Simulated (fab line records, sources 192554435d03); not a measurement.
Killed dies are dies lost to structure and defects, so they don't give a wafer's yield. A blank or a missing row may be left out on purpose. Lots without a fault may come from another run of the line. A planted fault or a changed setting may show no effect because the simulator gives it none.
fab line records | flow n5_finfet
record lots=10 wafers=30 last_day=18
route steps=1938 shown BEOL_M8@1336 PASSIVATION@1936
lots that met no fault: from a run of the same line without faults
start_h: hours from the record's first day to the start of the lot's first wafer shown | wait_h: hours since the lot's step before | " the same as in the row above | L1.1+2: a row that stands for several wafers | - no value, or no start given | * or withheld: withheld | < > ~ a bound
route shown NAME@n: a module of which the file shows steps, and the number in the route of the first | usual: mean/standard deviation of fault-free wafers | same: alike in all rows | chamber/n: place in a boat | sites: the reading at each site | _std_site: their standard deviation | _edge_site: outer sites' mean less inner sites' | radius_mm: how far each site lies from the wafer's centre | mask NAME#n: copy n | behind: the tool/chamber that last shaped the wafer | hold: why the lot was held/for how many hours/how that ended | device: the transistor (n, p or np) that didn't switch | end of line: the same wafers' tests at the end of the route | a step without rows: its recipe alone | killed: dies lost to structure and defects at the first sort, not the wafer's yield | map: a wafer's dies, x killed, . not, _ none there
set.NAME: the setting as run; set.NAME@STEP: as run at that earlier step | model.NAME: the simulator's own value behind a step, which no gauge read
steps of the route over a sample of lots; a table a step, a row a wafer
services: from which hour (start_h, from the record's first day; less than 0 if before it) a tool's chamber was out of use, for how many hours, and why
## steps
# step N5_BEOL_M8_HM_DEP_02
# recipe material=TiN target_thk_a=200 temp_c=25 chamber_pressure_pa=0.49996
# usual susceptor_temp_C=25.00/0.1 throttle_valve_pct=30.2/0.68
# columns lot.wafer tool chamber start_h wait_h susceptor_temp_C throttle_valve_pct
L847.2 pvd_sputter-01 - 194.64 0.9 25.05 29.6
L847.3 " - " " 24.95 29.8
L847.4 " - " " 25.14 30.2
L849.1 pvd_sputter-02 - 206.83 0.8 25.02 31.3
L849.2 " - " " 24.94 30.5
L849.5 " - " " 24.96 30.2
L850.1 pvd_sputter-02 - 221.51 1.7 24.91 30.1
L850.2 " - " " 24.94 30.0
L850.3 " - " " 25.15 30.7
L857.3 pvd_sputter-02 - 272.28 1.6 25.10 30.2
L857.5 " - " " 25.05 30.3
L857.6 " - " " 25.08 31.6
L860.2 pvd_sputter-01 - 275.23 1.4 24.88 29.9
L860.3 " - " " 24.89 30.1
L860.4 " - " " 24.96 29.8
L864.2 pvd_sputter-03 - 300.42 0.6 24.85 29.3
L864.4 " - " " 25.05 29.8
L864.5 " - " " 25.14 30.0
L865.1 pvd_sputter-02 - 316.71 0.5 25.07 30.3
L865.4 " - " " 25.10 31.4
L865.6 " - " " 25.12 31.3
L868.2 pvd_sputter-02 - 325.40 0.0 24.94 30.0
L868.3 " - " " 24.89 30.5
L868.5 " - " " 24.82 31.6
L866.1 pvd_sputter-03 - 329.11 1.4 24.98 29.6
L866.3 " - " " 24.84 31.7
L866.5 " - " " 24.97 32.0
L869.2 pvd_sputter-03 - 340.81 0.7 25.18 30.0
L869.4 " - " " 25.09 31.4
L869.6 " - " " 25.14 29.6
# step N5_BEOL_M8_DESCUM_33
# recipe chemistry=O2 time_s=7 source_power_w=50 bias_power_w=20 pressure_mtorr=20 rf_frequency_hz=2.712e+07 temp_c=40 resist=CAR-EUV o2_flow_sccm=225
# usual drypump_motor_current_A=5.7/0.71 o2_flow_sccm=225.0/0.64 oes_product_au=0.83/0.066 rf_vpp_V=242.6/1.5 showerhead_plenum_p_Torr=2.07/0.08 throttle_valve_pct=20.42/0.2
# columns lot.wafer tool chamber start_h wait_h drypump_motor_current_A o2_flow_sccm oes_product_au rf_hours_counter_h rf_vpp_V showerhead_plenum_p_Torr throttle_valve_pct
L847.2 rie_diel-03 0 198.25 0.0 5.0 225.6 0.88 46 242.2 2.15 20.67
L847.3 " 1 " " 6.5 224.7 0.68 235 241.1 1.97 20.65
L847.4 " 2 " " 4.8 224.6 0.90 38 240.5 2.06 20.11
L849.1 rie_diel-03 1 208.57 0.0 6.6 224.9 0.68 238 241.9 1.97 20.63
L849.2 " 3 " " 6.5 226.2 0.91 33 245.4 2.22 20.10
L849.5 " 3 " " 6.5 225.6 0.90 - 244.8 2.22 20.10
L850.1 rie_diel-04 0 223.33 0.0 5.5 224.2 0.74 150 241.8 2.00 20.42
L850.2 " 2 " " 5.8 224.9 0.68 244 242.4 2.04 20.56
L850.3 " 3 " " 5.7 225.3 0.85 81 242.4 2.06 20.75
L857.3 rie_diel-03 3 275.11 0.0 6.5 225.3 0.86 58 246.5 2.21 20.13
L857.5 " 3 " " 6.5 225.2 0.86 - 245.5 2.21 20.15
L857.6 " 0 " " 5.0 226.8 0.83 - 242.2 2.14 20.72
L860.2 rie_diel-03 0 277.00 0.1 5.0 225.2 0.83 76 243.8 2.14 20.73
L860.3 " 1 " " 6.5 225.2 0.97 2 244.3 2.22 20.29
L860.4 " 2 " " 4.8 223.7 0.85 68 242.6 2.05 20.17
L864.2 rie_diel-04 3 302.70 0.1 5.6 225.2 0.81 112 242.2 2.04 20.80
L864.4 " 1 " " 6.1 224.9 0.81 93 242.0 2.04 20.39
L864.5 " 2 " " 5.8 225.0 0.92 - 242.3 2.04 20.17
L865.1 rie_diel-06 0 321.27 0.0 5.2 225.6 0.80 112 242.6 2.01 20.45
L865.4 " 2 " " 5.4 225.5 0.93 9 245.1 2.22 20.27
L865.6 " 1 " " 4.9 224.8 0.78 - 242.0 1.99 20.42
L868.2 rie_diel-06 0 328.06 0.0 5.2 225.0 0.79 114 239.7 2.01 20.44
L868.3 " 2 " " 5.4 225.3 0.91 11 246.3 2.22 20.25
L868.5 " 3 " " 6.7 224.5 0.87 - 243.3 2.05 20.59
L866.1 rie_diel-06 1 331.64 0.0 4.8 225.9 0.77 146 242.2 1.99 20.42
L866.3 " 3 " " 6.7 225.7 0.87 65 241.3 2.05 20.60
L866.5 " 0 " " 5.2 224.1 0.79 - 241.7 2.01 20.43
L869.2 rie_diel-04 3 343.83 0.6 5.6 225.6 0.80 127 241.5 2.04 20.82
L869.4 " 2 " " 5.8 224.4 0.88 27 243.4 2.03 20.20
L869.6 " 2 " " 5.9 224.4 0.89 - 242.4 2.03 20.17
# step N5_BEOL_M8_ETCH_65
# recipe chemistry=CF4 target=SiARC target_depth_a=156 mask_material=CAR-EUV time_s=26 ion_energy_ev=80 pressure_mtorr=40 source_w=545 bias_w=36 Ar_flow_sccm=100 cf4_flow_sccm=100 ends=cleared
# usual cf4_flow_sccm=100.0/0.31 drypump_motor_current_A=5.7/0.71 etch_rf_on_time_s=26.0/0.59 oes_product_au=0.71/0.056 rf_vpp_V=183.7/1.2 showerhead_plenum_p_Torr=2.12/0.077 throttle_valve_pct=15.58/0.2
# columns lot.wafer tool chamber start_h wait_h cf4_flow_sccm drypump_motor_current_A etch_rf_on_time_s oes_product_au rf_hours_counter_h rf_vpp_V showerhead_plenum_p_Torr throttle_valve_pct
L847.2 rie_diel-03 0 198.31 0.0 100.2 5.0 25.6 0.75 46 186.0 2.18 15.71
L847.3 " 1 " " 99.3 6.6 25.5 0.58 235 183.3 2.03 15.93
L847.4 " 2 " " 99.8 4.8 25.3 0.76 38 183.8 2.09 15.17
L849.1 rie_diel-03 1 208.63 0.0 99.7 6.6 26.0 0.58 238 182.8 2.03 15.93
L849.2 " 3 " " 100.4 6.5 25.3 0.76 33 185.3 2.27 15.32
L849.5 " 3 " " 100.3 6.5 25.3 0.76 - 186.4 2.27 15.32
L850.1 rie_diel-04 0 223.39 0.0 100.2 5.5 26.1 0.64 150 182.9 2.06 15.67
L850.2 " 2 " " 100.0 5.9 25.6 0.59 244 184.1 2.12 15.94
L850.3 " 3 " " 100.5 5.7 25.0 0.72 81 184.5 2.09 15.81
L857.3 rie_diel-03 3 275.17 0.0 100.0 6.5 25.3 0.73 58 185.0 2.26 15.36
L857.5 " 3 " " 100.2 6.5 44.1 0.55 - 184.0 2.26 15.35
L857.6 " 0 " " 99.7 5.0 26.4 0.70 - 183.1 2.17 15.77
L860.2 rie_diel-03 0 277.05 0.0 100.3 5.0 45.2 0.54 76 184.4 2.17 15.75
L860.3 " 1 " " 99.7 6.6 26.2 0.83 2 186.3 2.28 15.45
L860.4 " 2 " " 99.4 4.8 25.8 0.73 68 182.4 2.08 15.24
L864.2 rie_diel-04 3 302.75 0.0 100.1 5.6 25.5 0.68 112 182.3 2.08 15.87
L864.4 " 1 " " 99.9 6.1 24.8 0.71 93 184.5 2.08 15.47
L864.5 " 2 " " 100.5 5.9 24.5 0.81 - 182.3 2.11 15.47
L865.1 rie_diel-06 0 321.32 0.0 99.8 5.2 26.2 0.67 112 182.7 2.09 15.71
L865.4 " 2 " " 100.1 5.4 26.1 0.77 9 185.4 2.28 15.44
L865.6 " 1 " " 100.0 4.8 26.3 0.65 - 183.3 2.06 15.71
L868.2 rie_diel-06 0 328.11 0.0 99.8 5.2 26.5 0.67 114 182.8 2.09 15.71
L868.3 " 2 " " 100.0 5.3 26.2 0.76 11 185.0 2.28 15.46
L868.5 " 3 " " 100.0 6.7 26.6 0.73 - 183.2 2.08 15.60
L866.1 rie_diel-06 1 331.69 0.0 99.8 4.8 26.1 0.65 146 182.7 2.06 15.72
L866.3 " 3 " " 99.8 6.7 26.5 0.73 65 183.8 2.08 15.61
L866.5 " 0 " " 99.9 5.1 26.3 0.68 - 184.5 2.09 15.69
L869.2 rie_diel-04 3 343.88 0.0 100.1 5.6 26.4 0.66 127 183.9 2.08 15.90
L869.4 " 2 " " 100.5 5.9 25.2 0.76 27 183.2 2.11 15.50
L869.6 " 2 " " 100.1 5.9 25.4 0.76 - 184.1 2.11 15.51
# step N5_BEOL_M8_STRIP_36
# recipe chemistry=N2/H2 power_w=450 temp_c=40 pressure_mtorr=20 rf_frequency_hz=6e+07 overash_fraction=0.3 bias_power_w=7 h2_frac=0.5 n2_flow_sccm=200 h2_flow_sccm=200
# usual drypump_motor_current_A=5.7/0.71 oes_product_au=0.83/0.067 rf_vpp_V=59.1/1.6 showerhead_plenum_p_Torr=2.51/0.095 throttle_valve_pct=23.70/0.26
# columns lot.wafer tool chamber start_h wait_h drypump_motor_current_A oes_product_au rf_hours_counter_h rf_vpp_V showerhead_plenum_p_Torr throttle_valve_pct
L847.2 rie_diel-03 0 198.49 0.0 5.0 0.88 46 61.8 2.58 23.71
L847.3 " 1 " " 6.6 0.68 235 58.1 2.41 24.25
L847.4 " 2 " " 4.8 0.89 38 63.0 2.50 23.49
L849.1 rie_diel-03 1 208.81 0.0 6.6 0.68 238 55.4 2.41 24.27
L849.2 " 3 " " 6.5 0.90 33 58.8 2.68 23.18
L849.5 " 3 " " 6.5 0.90 - 59.7 2.68 23.13
L850.1 rie_diel-04 0 223.57 0.0 5.5 0.73 150 56.8 2.43 23.72
L850.2 " 2 " " 5.8 0.67 244 60.6 2.50 23.94
L850.3 " 3 " " 5.6 0.84 81 57.8 2.45 23.78
L857.3 rie_diel-03 3 275.35 0.0 6.5 0.86 58 60.8 2.67 23.20
L857.5 " 3 " " 6.5 0.86 - 59.4 2.67 23.20
L857.6 " 0 " " 5.0 0.84 - 57.5 2.57 23.76
L860.2 rie_diel-03 0 277.23 0.0 5.0 0.83 76 58.4 2.57 23.79
L860.3 " 1 " " 6.6 0.98 2 58.3 2.73 23.96
L860.4 " 2 " " 4.8 0.85 68 57.4 2.49 23.51
L864.2 rie_diel-04 3 302.93 0.0 5.6 0.80 112 58.1 2.43 23.80
L864.4 " 1 " " 6.1 0.81 93 61.2 2.46 23.42
L864.5 " 2 " " 5.9 0.91 - 61.1 2.49 23.59
L865.1 rie_diel-06 0 321.50 0.0 5.2 0.79 112 60.2 2.45 23.99
L865.4 " 2 " " 5.4 0.92 9 59.7 2.72 23.84
L865.6 " 1 " " 4.9 0.77 - 61.1 2.45 23.78
L868.2 rie_diel-06 0 328.29 0.0 5.2 0.79 114 58.1 2.45 23.99
L868.3 " 2 " " 5.4 0.92 11 60.0 2.72 23.87
L868.5 " 3 " " 6.7 0.88 - 60.8 2.46 23.61
L866.1 rie_diel-06 1 331.87 0.0 4.8 0.77 146 60.3 2.44 23.78
L866.3 " 3 " " 6.7 0.86 65 59.6 2.46 23.65
L866.5 " 0 " " 5.1 0.78 - 58.7 2.45 24.00
L869.2 rie_diel-04 3 344.07 0.0 5.6 0.80 127 60.7 2.43 23.81
L869.4 " 2 " " 5.8 0.88 28 58.9 2.49 23.60
L869.6 " 2 " " 5.8 0.87 - 59.4 2.49 23.60
# step N5_PASSIVATION_PROBE_49
# usual defect_limited_yield=91.0/1.3 killed_at_M0_to_M3=36/9.5 killed_at_M4_up=14/5.6 killed_at_contacts=12/6.4 killed_at_front_end=40/10 killed_at_other=3.2/3 killed_dies=107/15 killed_open=69/12 killed_short=35/7.7 sort_bin_5_function=5.3/0.91 sort_bin_6_memory=3.3/0.65 sort_n_pass=1073/15 sort_yield_pct=91.0/1.3
# same gross_dies=1180 killed_at_back_side=0 sort_bin_4_leakage[%]=0 sort_bin_8_speed[%]=0
# columns lot.wafer tool chamber start_h wait_h defect_limited_yield[%] killed_at_M0_to_M3 killed_at_M4_up killed_at_contacts killed_at_front_end killed_at_other killed_dies killed_open killed_short sort_bin_5_function[%] sort_bin_6_memory[%] sort_n_pass sort_yield_pct[%]
L860.4 prober-02 - 354.76 0.2 89.3 36 16 22 48 4 126 82 37 6.1 4.4 1054 89.3
# killed by level:class
L860.4 MOL_CONTACT_COAG:geometric_particle:open=15 STI_FIN_REVEAL:geometric_particle:open=13 BEOL_M3:geometric_particle:open=13 MOL_CONTACT_COAG:geometric_particle:short=7 BEOL_M4:geometric_particle:open=7 STARTING-WAFER:geometric_particle:open=6 DUMMY_GATE:geometric_particle:open=5 GATE_CUT:geometric_particle:open=5
## services
# columns tool chamber start_h hours kind
rie_diel-04 2 239.29 - clean
rie_diel-04 2 239.29 - consumable_replace:focus_ring
rie_diel-04 2 239.29 25.0 scheduled_down
rie_diel-04 2 239.29 25.0 vent_cycle
rie_diel-03 1 241.09 - clean
rie_diel-03 1 241.09 - consumable_replace:focus_ring
rie_diel-03 1 241.09 - consumable_replace:showerhead
rie_diel-06 2 243.08 8.3 repair
pvd_sputter-01 - 265.37 5.6 repair
rie_diel-06 2 268.31 - clean
rie_diel-06 2 268.31 - consumable_replace:focus_ring
rie_diel-06 2 268.31 - consumable_replace:showerhead
rie_diel-04 3 281.53 2.6 repair
rie_diel-04 - 311.41 0.7 repair
## key
first_sign step=N5_BEOL_M8_ETCH_65 reading=etch_rf_on_time_s direction=up sigmas=32 usual=* struck=*
effect step=N5_BEOL_M8_ETCH_65 reading=oes_product_au direction=down sigmas=2.8 usual=0.71 struck=0.55
met_at N5_BEOL_M8_ETCH_65
struck_lots L857,L860
struck_wafers L857.5,L860.2
not_acting_at N5_BEOL_M8_HM_DEP_02,N5_BEOL_M8_DESCUM_33,N5_BEOL_M8_STRIP_36
onset_between 208.63 275.17
fault kind=process_parameter_drift tool=rie_diel-03 chamber=- onset_h=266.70 steps=N5_BEOL_M8_ETCH_65 channel=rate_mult offset=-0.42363 shape=step end_h=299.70 scope=struck_wafers_only
